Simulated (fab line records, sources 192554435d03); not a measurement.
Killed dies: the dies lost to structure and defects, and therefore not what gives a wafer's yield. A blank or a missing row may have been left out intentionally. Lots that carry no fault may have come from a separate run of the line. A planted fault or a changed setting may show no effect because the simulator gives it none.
fab line records    flow n5_finfet    part 1 of 2: steps 1 to 21 of 28
record: lots: 5  wafers: 15  last_day: 17
route steps=1938 shown BEOL_M6@1261 BEOL_M7@1263
lots untouched by any fault: they come from a run of this same line in which no faults occurred
start_h: the number of hours between the record's first day and the start of the first shown wafer of the lot    wait_h: time in hours since the lot's previous step    " repeats the value in the row above    L1.1+2: one row covering several wafers at once    - no value present, or no start provided    * or withheld: withheld    < > ~ a bound
route shown NAME@n: names a module that has steps shown in the file, with the first one's number in the route    usual: mean/standard deviation taken from wafers without a fault    same: alike in all rows    chamber/n: place in a boat    sites: per-site readings    _std_site: standard deviation of those values    _edge_site: inner sites' mean taken away from outer sites' mean    radius_mm: how far each site lies from the wafer's centre    mask NAME#n: copy n    behind: tool/chamber where the wafer was last shaped    hold: why the lot went on hold/how many hours it stayed there/how the hold came to an end    device: the transistor (n, p or np) that didn't switch    end of line: the same wafers' tests at the end of the route    where a step has no rows: the recipe by itself    killed: dies that structure and defects cost at the first sort, which is not the same as the wafer's yield    map: a wafer's dies, marking killed ones x, the rest . and places with no die _
set.NAME: the run value of the setting; set.NAME@STEP: its run value at that earlier step    model.NAME: the simulator's own value behind a step, which no gauge read
certain route steps with their lots: each step a table, each wafer a row
services: a tool's chamber out of use, with start hour (start_h, from the record's first day; less than 0 if before it), hours out, and reason
== steps ==
step: N5_BEOL_M6_RS_MEAS_57
recipe: thk_meas_gauge: four-point-probe  reads: Cu_of_BEOL_M6_ECD_50+Co_of_BEOL_M6_CVD_78+TaN_of_BEOL_M6_ALD_77
usual: M6_RS: 0.286/0.011
lot.wafer  tool           chamber  start_h  wait_h  M6_RS[ohm/sq]
L076.4     film_metro-01  -        189.98   0.1     0.287
L076.5     "              -        "        "       0.295
L076.6     "              -        "        "       0.283
L081.2     film_metro-02  -        231.97   0.1     0.283
L081.4     "              -        "        "       0.292
L081.5     "              -        "        "       0.288
L083.1     film_metro-01  -        246.43   0.1     0.295
L083.4     "              -        "        "       0.289
L083.5     "              -        "        "       0.302
L088.3     film_metro-02  -        277.15   0.1     0.285
L088.4     "              -        "        "       0.287
L088.6     "              -        "        "       0.293
L093.2     film_metro-02  -        315.52   0.1     0.294
L093.3     "              -        "        "       0.292
L093.6     "              -        "        "       0.284
step: N5_BEOL_M6_INSPECT_58
recipe: inspect_instrument: darkfield  mode: post_dep
usual: raw_defect_count: 71/23
lot.wafer  tool               chamber  start_h  wait_h  raw_defect_count
L076.4     defect_inspect-02  -        190.00   0.0     51
L076.5     "                  -        "        "       61
L076.6     "                  -        "        "       49
L081.2     defect_inspect-02  -        232.00   0.0     53
L081.4     "                  -        "        "       54
L081.5     "                  -        "        "       41
L083.1     defect_inspect-01  -        246.46   0.0     53
L083.4     "                  -        "        "       36
L083.5     "                  -        "        "       32
L088.3     defect_inspect-02  -        277.18   0.0     65
L088.4     "                  -        "        "       51
L088.6     "                  -        "        "       59
L093.2     defect_inspect-02  -        315.54   0.0     100
L093.3     "                  -        "        "       60
L093.6     "                  -        "        "       55
step: N5_BEOL_M7_ILD_DEP_00
recipe: material: SiCOH_lowk  target_thk_a: 1797.5  temp_c: 300  precursor: DEMS/porogen  pressure_torr: 5  rf_w: 500  time_s: 33.4
usual: chamber_pressure_Torr: 5.000/0.011  heater_power_w: 299/33  showerhead_plenum_p_Torr: 5.736/0.012  throttle_valve_pct: 13.7/0.58
lot.wafer  tool      chamber  start_h  wait_h  chamber_pressure_Torr  heater_power_w  showerhead_plenum_p_Torr  throttle_valve_pct
L076.4     pecvd-02  0        190.06   0.1     4.990                  271             5.736                     14.1
L076.5     "         1        "        "       4.995                  325             5.757                     14.6
L076.6     "         2        "        "       4.981                  297             5.725                     13.8
L081.2     pecvd-02  1        232.04   0.0     5.013                  344             5.749                     14.4
L081.4     "         0        "        "       4.979                  307             5.733                     14.0
L081.5     "         2        "        "       5.001                  316             5.720                     13.8
L083.1     pecvd-01  1        246.50   0.0     5.001                  290             5.752                     13.5
L083.4     "         1        "        "       5.005                  290             5.752                     13.5
L083.5     "         0        "        "       5.001                  322             5.737                     13.6
L088.3     pecvd-01  2        277.21   0.0     4.990                  256             5.735                     13.7
L088.4     "         2        "        "       4.982                  255             5.741                     13.9
L088.6     "         1        "        "       4.992                  287             5.758                     13.2
L093.2     pecvd-02  1        315.58   0.0     4.994                  373             5.735                     14.3
L093.3     "         0        "        "       5.000                  314             5.745                     14.2
L093.6     "         0        "        "       5.008                  309             5.724                     13.9
step: N5_BEOL_M7_CURE_74
recipe: temp_c: 385  time_s: 240  ambient: He/Ar  material: SiCOH_lowk
usual: lamp_power_pct: 52.32/0.058  wafer_temp_C_max: 386.7/0.53
lot.wafer  tool        chamber  start_h  wait_h  lamp_power_pct  wafer_temp_C_max
L076.4     uv_cure-03  1        190.34   0.3     52.24           387.8
L076.5     "           1        "        "       52.36           386.6
L076.6     "           1        "        "       52.31           387.2
L081.2     uv_cure-01  2        232.18   0.1     52.36           386.7
L081.4     "           2        "        "       52.33           385.5
L081.5     "           2        "        "       52.25           386.4
L083.1     uv_cure-03  0        246.56   0.0     52.34           387.7
L083.4     "           0        "        "       52.42           386.2
L083.5     "           0        "        "       52.36           387.6
L088.3     uv_cure-02  1        277.44   0.2     52.39           386.3
L088.4     "           1        "        "       52.35           386.7
L088.6     "           1        "        "       52.31           386.5
L093.2     uv_cure-02  1        315.73   0.1     52.24           385.8
L093.3     "           1        "        "       52.45           385.8
L093.6     "           1        "        "       52.36           386.2
step: N5_BEOL_M7_THK_MEAS_01
recipe: reads: SiCOH_lowk_of_BEOL_M7_ILD_DEP_00
usual: M7_ILD_THK: 154.9/1.9
lot.wafer  tool           chamber  start_h  wait_h  M7_ILD_THK[nm]
L076.4     film_metro-01  -        190.62   0.2     154.8
L076.5     "              -        "        "       154.3
L076.6     "              -        "        "       156.0
L081.2     film_metro-01  -        232.61   0.4     156.0
L081.4     "              -        "        "       156.0
L081.5     "              -        "        "       159.0
L083.1     film_metro-01  -        247.07   0.4     154.1
L083.4     "              -        "        "       155.9
L083.5     "              -        "        "       155.5
L088.3     film_metro-01  -        277.79   0.3     153.8
L088.4     "              -        "        "       158.6
L088.6     "              -        "        "       155.3
L093.2     film_metro-02  -        316.16   0.4     152.3
L093.3     "              -        "        "       152.0
L093.6     "              -        "        "       154.2
step: N5_BEOL_M7_PECVD_70
recipe: material: SiO2  target_thk_a: 200  temp_c: 400  precursor: TEOS/O2  pressure_torr: 5.5  rf_w: 450  teos_flow_sccm: 53.8  gas: O2  flow_sccm: 3000  time_s: 22.7
usual: chamber_pressure_Torr: 5.502/0.012  heater_power_w: 690/58  showerhead_plenum_p_Torr: 8.77/0.048  throttle_valve_pct: 21.9/0.89
lot.wafer  tool      chamber  start_h  wait_h  chamber_pressure_Torr  heater_power_w  showerhead_plenum_p_Torr  throttle_valve_pct
L076.4     pecvd-02  1        190.67   0.1     5.525                  804             8.79                      23.6
L076.5     "         0        "        "       5.510                  630             8.75                      22.8
L076.6     "         2        "        "       5.502                  717             8.73                      22.2
L081.2     pecvd-04  1        232.65   0.0     5.497                  713             8.69                      21.4
L081.4     "         2        "        "       5.503                  785             8.79                      20.2
L081.5     "         1        "        "       5.493                  757             8.68                      21.3
L083.1     pecvd-04  1        247.11   0.0     5.508                  686             8.68                      21.4
L083.4     "         0        "        "       5.492                  659             8.73                      21.2
L083.5     "         1        "        "       5.500                  671             8.70                      21.2
L088.3     pecvd-01  1        277.83   0.0     5.523                  745             8.84                      21.8
L088.4     "         1        "        "       5.505                  761             8.84                      21.7
L088.6     "         2        "        "       5.520                  668             8.79                      22.1
L093.2     pecvd-01  2        316.19   0.0     5.512                  697             8.78                      22.2
L093.3     "         1        "        "       5.491                  630             8.83                      21.6
L093.6     "         1        "        "       5.502                  619             8.85                      21.8
step: N5_BEOL_M7_HM_DEP_02
recipe: material: TiN  target_thk_a: 200  temp_c: 25  chamber_pressure_pa: 0.49996
usual: substrate_temp_c: 25.00/0.12  throttle_valve_pct: 29.8/1.1
lot.wafer  tool            chamber  start_h  wait_h  substrate_temp_c  throttle_valve_pct
L076.4     pvd_sputter-02  -        191.80   1.1     24.89             32.0
L076.5     "               -        "        "       25.21             29.0
L076.6     "               -        "        "       25.05             29.8
L081.2     pvd_sputter-01  -        236.14   3.5     24.89             29.8
L081.4     "               -        "        "       25.07             29.0
L081.5     "               -        "        "       25.07             28.9
L083.1     pvd_sputter-02  -        247.72   0.6     24.97             30.2
L083.4     "               -        "        "       24.86             29.9
L083.5     "               -        "        "       24.88             29.8
L088.3     pvd_sputter-02  -        278.71   0.9     25.03             31.7
L088.4     "               -        "        "       24.90             29.2
L088.6     "               -        "        "       25.18             30.1
L093.2     pvd_sputter-01  -        318.32   2.1     25.08             28.9
L093.3     "               -        "        "       25.02             29.1
L093.6     "               -        "        "       25.14             28.5
step: N5_BEOL_M7_COAT_59
recipe: resist: SOC  temp_c: 250  time_s: 60  spin_rpm: 1500  resist_thk_nm: 100
usual: plate_temp_C: 250.02/0.19  spin_speed_rpm: 1499.8/0.98
lot.wafer  tool            chamber  start_h  wait_h  plate_temp_C  spin_speed_rpm
L076.4     litho_track-01  0        191.93   0.1     249.80        1499.1
L076.5     "               0        "        "       250.06        1499.1
L076.6     "               0        "        "       249.78        1498.3
L081.2     litho_track-01  0        236.27   0.1     249.89        1499.2
L081.4     "               0        "        "       249.85        1501.1
L081.5     "               0        "        "       249.87        1500.2
L083.1     litho_track-01  0        247.85   0.1     249.95        1499.8
L083.4     "               0        "        "       249.71        1499.8
L083.5     "               0        "        "       250.31        1499.6
L088.3     litho_track-03  0        278.83   0.1     250.26        1499.0
L088.4     "               0        "        "       250.29        1498.5
L088.6     "               0        "        "       250.17        1498.7
L093.2     litho_track-03  0        318.45   0.1     249.80        1501.9
L093.3     "               0        "        "       249.88        1501.0
L093.6     "               0        "        "       249.96        1499.9
step: N5_BEOL_M7_COAT_60
recipe: resist: SiARC  temp_c: 220  time_s: 60  spin_rpm: 1500  resist_thk_nm: 35
usual: plate_temp_C: 220.06/0.13  spin_speed_rpm: 1500.1/1.1
lot.wafer  tool            chamber  start_h  wait_h  plate_temp_C  spin_speed_rpm
L076.4     litho_track-01  0        -        -       220.00        1500.4
L076.5     "               0        "        "       219.96        1499.4
L076.6     "               0        "        "       219.97        1500.4
L081.2     litho_track-01  0        -        -       219.96        1497.4
L081.4     "               0        "        "       220.18        1498.4
L081.5     "               0        "        "       220.22        1500.4
L083.1     litho_track-01  0        -        -       220.23        1499.5
L083.4     "               0        "        "       220.10        1500.6
L083.5     "               0        "        "       220.12        1502.4
L088.3     litho_track-03  0        -        -       219.89        1500.5
L088.4     "               0        "        "       219.99        1499.1
L088.6     "               0        "        "       220.35        1500.7
L093.2     litho_track-03  0        -        -       219.93        1500.8
L093.3     "               0        "        "       220.07        1500.4
L093.6     "               0        "        "       220.01        1500.6
step: N5_BEOL_M7_COAT_05
recipe: resist: CAR-ArF  spin_rpm: 1500  resist_thk_nm: 90
usual: spin_speed_rpm: 1500.0/0.87
lot.wafer  tool            chamber  start_h  wait_h  spin_speed_rpm
L076.4     litho_track-01  0        -        -       1500.2
L076.5     "               0        "        "       1501.6
L076.6     "               0        "        "       1500.4
L081.2     litho_track-01  0        -        -       1499.0
L081.4     "               0        "        "       1499.0
L081.5     "               0        "        "       1499.5
L083.1     litho_track-01  0        -        -       1498.4
L083.4     "               0        "        "       1500.1
L083.5     "               0        "        "       1499.4
L088.3     litho_track-03  0        -        -       1499.6
L088.4     "               0        "        "       1500.0
L088.6     "               0        "        "       1499.5
L093.2     litho_track-03  0        -        -       1499.8
L093.3     "               0        "        "       1501.2
L093.6     "               0        "        "       1499.6
step: N5_BEOL_M7_EBR_07
recipe: solvent: PGMEA  ebr_width_mm: 1.5
lot.wafer   tool            chamber  start_h  wait_h
L076.4+5+6  litho_track-01  0        -        -
L081.2+4+5  litho_track-01  0        -        -
L083.1+4+5  litho_track-01  0        -        -
L088.3+4+6  litho_track-03  0        -        -
L093.2+3+6  litho_track-03  0        -        -
step: N5_BEOL_M7_SOFTBAKE_06
recipe: temp_c: 110  time_s: 60  resist: CAR-ArF
usual: plate_temp_C: 110.01/0.15
lot.wafer  tool            chamber  start_h  wait_h  plate_temp_C
L076.4     litho_track-01  0        -        -       110.24
L076.5     "               0        "        "       110.30
L076.6     "               0        "        "       110.06
L081.2     litho_track-01  0        -        -       109.79
L081.4     "               0        "        "       109.80
L081.5     "               0        "        "       109.76
L083.1     litho_track-01  0        -        -       109.97
L083.4     "               0        "        "       109.92
L083.5     "               0        "        "       109.96
L088.3     litho_track-03  0        -        -       110.15
L088.4     "               0        "        "       110.20
L088.6     "               0        "        "       110.08
L093.2     litho_track-03  0        -        -       109.82
L093.3     "               0        "        "       109.91
L093.6     "               0        "        "       109.63
step: N5_BEOL_M7_EXPOSE_08
recipe: mask_id: M7  na: 1.35  source_shape: dipole  sigma_inner: 0.817  sigma_outer: 0.97  polarization: te  dose_mj: 68.25
usual: focus_offset_nm: -0.1/0.56  stage_vel_mm_s: 500.05/0.28
lot.wafer  tool             chamber  start_h  wait_h  mask  focus_offset_nm  stage_vel_mm_s
L076.4     arfi_scanner-03  0        200.74   -       M7#0  0.3              499.92
L076.5     "                0        "        "       M7#0  -0.4             499.93
L076.6     "                0        "        "       M7#0  0.9              500.10
L081.2     arfi_scanner-03  0        236.52   -       M7#0  -0.6             500.45
L081.4     "                0        "        "       M7#0  -0.3             500.37
L081.5     "                0        "        "       M7#0  -1.1             500.33
L083.1     arfi_scanner-03  0        248.09   -       M7#0  0.3              499.84
L083.4     "                0        "        "       M7#0  0.1              499.70
L083.5     "                0        "        "       M7#0  0.5              500.01
L088.3     arfi_scanner-01  0        278.96   -       M7#0  0.8              499.78
L088.4     "                0        "        "       M7#0  0.9              499.80
L088.6     "                0        "        "       M7#0  0.3              500.06
L093.2     arfi_scanner-02  0        318.70   -       M7#0  -0.8             499.76
L093.3     "                0        "        "       M7#0  0.2              499.55
L093.6     "                0        "        "       M7#0  -0.4             499.81
step: N5_BEOL_M7_PEB_09
recipe: peb_temp_c: withheld  peb_time_s: 60  resist: CAR-ArF
lot.wafer   tool            chamber  start_h  wait_h
L076.4+5+6  litho_track-01  0        200.78   0.0
L081.2+4+5  litho_track-03  0        236.58   0.0
L083.1+4+5  litho_track-03  0        248.15   0.1
L088.3+4+6  litho_track-01  0        279.02   0.0
L093.2+3+6  litho_track-02  0        318.76   0.0
step: N5_BEOL_M7_DEVELOP_10
recipe: develop_time_s: 30  developer: TMAH  resist: CAR-ArF  rinse_liquid: diw  dry: air_spin  dev_temp_c: 23
lot.wafer   tool            chamber  start_h  wait_h
L076.4+5+6  litho_track-01  0        -        -
L081.2+4+5  litho_track-03  0        -        -
L083.1+4+5  litho_track-03  0        -        -
L088.3+4+6  litho_track-01  0        -        -
L093.2+3+6  litho_track-02  0        -        -
step: N5_BEOL_M7_CD_MEAS_11
recipe: target_cd_nm: 38.5  landing_energy_ev: 500  detector: se_inlens  polarity: opening
usual: cd_nm: 38.5/0.61
lot.wafer  tool       chamber  start_h  wait_h  cd_nm
L076.4     cd_sem-02  0        200.85   -       37.3
L076.5     "          0        "        "       38.8
L076.6     "          0        "        "       38.7
L081.2     cd_sem-02  0        236.64   -       38.6
L081.4     "          0        "        "       38.5
L081.5     "          0        "        "       38.5
L083.1     cd_sem-02  0        248.22   -       37.9
L083.4     "          0        "        "       38.2
L083.5     "          0        "        "       38.3
L088.3     cd_sem-03  0        279.08   -       38.9
L088.4     "          0        "        "       38.7
L088.6     "          0        "        "       38.4
L093.2     cd_sem-02  0        318.82   -       38.9
L093.3     "          0        "        "       37.1
L093.6     "          0        "        "       38.0
step: N5_BEOL_M7_OVL_MEAS_12
recipe: points_per_wafer: 44
usual: M7_OVL: 0.0/0.89
same: points_per_wafer: 44
lot.wafer  tool        chamber  start_h  wait_h  M7_OVL[nm]
L076.4     overlay-02  0        200.90   0.1     0.5
L076.5     "           0        "        "       0.2
L076.6     "           0        "        "       0.3
L081.2     overlay-01  0        236.67   0.0     0.3
L081.4     "           0        "        "       0.8
L081.5     "           0        "        "       1.4
L083.1     overlay-01  0        248.25   0.0     0.3
L083.4     "           0        "        "       -0.5
L083.5     "           0        "        "       -0.5
L088.3     overlay-02  0        279.11   0.0     0.5
L088.4     "           0        "        "       0.2
L088.6     "           0        "        "       0.0
L093.2     overlay-02  0        318.85   0.0     0.9
L093.3     "           0        "        "       0.2
L093.6     "           0        "        "       0.5
step: N5_BEOL_M7_INSPECT_13
recipe: mode: adi  inspect_instrument: brightfield
usual: raw_defect_count: 395/89
lot.wafer  tool               chamber  start_h  wait_h  raw_defect_count
L076.4     defect_inspect-01  -        200.93   0.0     411
L076.5     "                  -        "        "       438
L076.6     "                  -        "        "       313
L081.2     defect_inspect-01  -        236.70   0.0     350
L081.4     "                  -        "        "       330
L081.5     "                  -        "        "       219
L083.1     defect_inspect-02  -        248.27   0.0     420
L083.4     "                  -        "        "       367
L083.5     "                  -        "        "       415
L088.3     defect_inspect-02  -        279.14   0.0     322
L088.4     "                  -        "        "       345
L088.6     "                  -        "        "       380
L093.2     defect_inspect-01  -        318.88   0.0     481
L093.3     "                  -        "        "       408
L093.6     "                  -        "        "       430
step: N5_BEOL_M7_DESCUM_16
recipe: chemistry: O2  time_s: 7.9  source_power_w: 50  bias_power_w: 20  pressure_mtorr: 20  rf_frequency_hz: 2.712e+07  temp_c: 40  resist: CAR-ArF  o2_flow_sccm: 225
usual: drypump_motor_current_A: 5.8/0.48  oes_product_au: 0.71/0.056  rf_vpp_V: 243.5/1.2  showerhead_plenum_p_Torr: 2.13/0.058  throttle_valve_pct: 20.51/0.17
lot.wafer  tool         chamber  start_h  wait_h  drypump_motor_current_A  oes_product_au  rf_hours_counter_h  rf_vpp_V  showerhead_plenum_p_Torr  throttle_valve_pct
L076.4     rie_diel-05  2        201.13   0.2     6.3                      0.72            208                 245.6     2.17                      20.39
L076.5     "            3        "        "       6.1                      0.66            -                   244.9     2.07                      20.57
L076.6     "            2        "        "       6.3                      0.74            -                   243.5     2.17                      20.37
L081.2     rie_diel-06  1        236.73   0.0     5.7                      0.69            220                 242.7     2.17                      20.37
L081.4     "            2        "        "       6.8                      0.78            149                 241.2     2.02                      20.49
L081.5     "            1        "        "       5.7                      0.69            -                   244.8     2.17                      20.37
L083.1     rie_diel-05  3        248.49   0.2     6.1                      0.65            242                 243.0     2.07                      20.57
L083.4     "            0        "        "       5.3                      0.75            173                 244.4     2.17                      20.19
L083.5     "            3        "        "       6.1                      0.64            -                   242.3     2.06                      20.59
L088.3     rie_diel-03  0        279.54   0.4     5.9                      0.70            215                 245.0     2.15                      20.45
L088.4     "            3        "        "       5.9                      0.67            250                 244.4     2.14                      20.82
L088.6     "            3        "        "       5.9                      0.66            -                   243.8     2.14                      20.83
L093.2     rie_diel-05  0        318.95   0.1     5.3                      0.72            196                 244.0     2.16                      20.24
L093.3     "            1        "        "       5.1                      0.68            225                 244.5     2.16                      20.65
L093.6     "            0        "        "       5.3                      0.73            -                   246.1     2.16                      20.24
step: N5_BEOL_M7_ETCH_61
recipe: chemistry: CF4  target: SiARC  target_depth_a: 455  mask_material: CAR-ArF  time_s: 75.8  ion_energy_ev: 80  pressure_mtorr: 40  source_w: 545  bias_w: 36  Ar_flow_sccm: 100  cf4_flow_sccm: 100  ends: cleared
usual: drypump_motor_current_A: 5.8/0.48  etch_rf_on_time_s: 76.1/2.4  mfc_ar_sccm: 99.98/0.26  oes_product_au: 0.61/0.051  rf_vpp_V: 184.5/0.91  showerhead_plenum_p_Torr: 2.17/0.053  throttle_valve_pct: 15.70/0.18
lot.wafer  tool         chamber  start_h  wait_h  drypump_motor_current_A  etch_rf_on_time_s  mfc_ar_sccm  oes_product_au  rf_hours_counter_h  rf_vpp_V  showerhead_plenum_p_Torr  throttle_valve_pct
L076.4     rie_diel-05  2        201.17   0.0     6.3                      75.7               100.17       0.62            208                 184.5     2.20                      15.48
L076.5     "            3        "        "       6.0                      73.8               100.35       0.58            -                   183.8     2.13                      15.82
L076.6     "            2        "        "       6.3                      76.1               100.49       0.63            -                   184.9     2.20                      15.46
L081.2     rie_diel-06  1        236.76   0.0     5.7                      76.1               100.02       0.59            220                 184.8     2.21                      15.57
L081.4     "            2        "        "       6.8                      76.6               100.11       0.64            149                 182.8     2.07                      15.70
L081.5     "            1        "        "       5.7                      76.3               100.21       0.58            -                   185.3     2.21                      15.57
L083.1     rie_diel-05  3        248.53   0.0     6.0                      74.8               100.39       0.57            242                 183.1     2.12                      15.85
L083.4     "            0        "        "       5.3                      70.7               100.50       0.65            173                 185.4     2.23                      15.50
L083.5     "            3        "        "       6.0                      74.4               100.33       0.58            -                   183.5     2.12                      15.85
L088.3     rie_diel-03  0        279.57   0.0     5.9                      78.0               99.85        0.58            215                 186.5     2.21                      15.71
L088.4     "            3        "        "       5.8                      75.3               99.62        0.57            250                 184.4     2.21                      16.13
L088.6     "            3        "        "       5.8                      74.7               99.87        0.57            -                   184.8     2.21                      16.14
L093.2     rie_diel-05  0        318.98   0.0     5.3                      71.2               99.99        0.64            196                 185.1     2.22                      15.55
L093.3     "            1        "        "       5.1                      75.5               99.94        0.59            225                 184.8     2.21                      15.93
L093.6     "            0        "        "       5.3                      70.4               100.09       0.65            -                   185.0     2.22                      15.54
step: N5_BEOL_M7_ETCH_62
recipe: chemistry: N2/H2  target: SOC  target_depth_a: 1100  overetch_a: 220  mask_material: SiARC  temp_c: 40  time_s: 165  ion_energy_ev: 200  pressure_mtorr: 30  source_w: 840  bias_w: 150  n2_flow_sccm: 200  h2_flow_sccm: 200
usual: drypump_motor_current_A: 5.8/0.48  oes_product_au: 0.61/0.047  rf_vpp_V: 524.9/2.1  showerhead_plenum_p_Torr: 2.59/0.075  throttle_valve_pct: 17.96/0.24
lot.wafer  tool         chamber  start_h  wait_h  drypump_motor_current_A  oes_product_au  rf_hours_counter_h  rf_vpp_V  showerhead_plenum_p_Torr  throttle_valve_pct
L076.4     rie_diel-05  2        201.22   0.0     6.4                      0.62            208                 525.0     2.64                      17.91
L076.5     "            3        "        "       6.0                      0.57            -                   524.5     2.52                      18.08
L076.6     "            2        "        "       6.4                      0.62            -                   525.2     2.64                      17.92
L081.2     rie_diel-06  1        236.82   0.0     5.7                      0.58            220                 525.4     2.61                      17.65
L081.4     "            2        "        "       6.8                      0.65            149                 520.8     2.44                      17.95
L081.5     "            1        "        "       5.7                      0.58            -                   527.1     2.61                      17.63
L083.1     rie_diel-05  3        248.58   0.0     6.0                      0.57            242                 522.0     2.51                      18.09
L083.4     "            0        "        "       5.3                      0.62            173                 527.3     2.63                      17.56
L083.5     "            3        "        "       6.0                      0.57            -                   523.0     2.51                      18.09
L088.3     rie_diel-03  0        279.63   0.0     5.9                      0.59            215                 526.9     2.64                      18.09
L088.4     "            3        "        "       5.9                      0.56            250                 524.5     2.63                      18.55
L088.6     "            3        "        "       5.9                      0.56            -                   524.3     2.63                      18.57
L093.2     rie_diel-05  0        319.04   0.0     5.3                      0.61            196                 524.9     2.62                      17.60
L093.3     "            1        "        "       5.1                      0.58            225                 526.6     2.64                      18.25
L093.6     "            0        "        "       5.3                      0.61            -                   527.5     2.62                      17.59
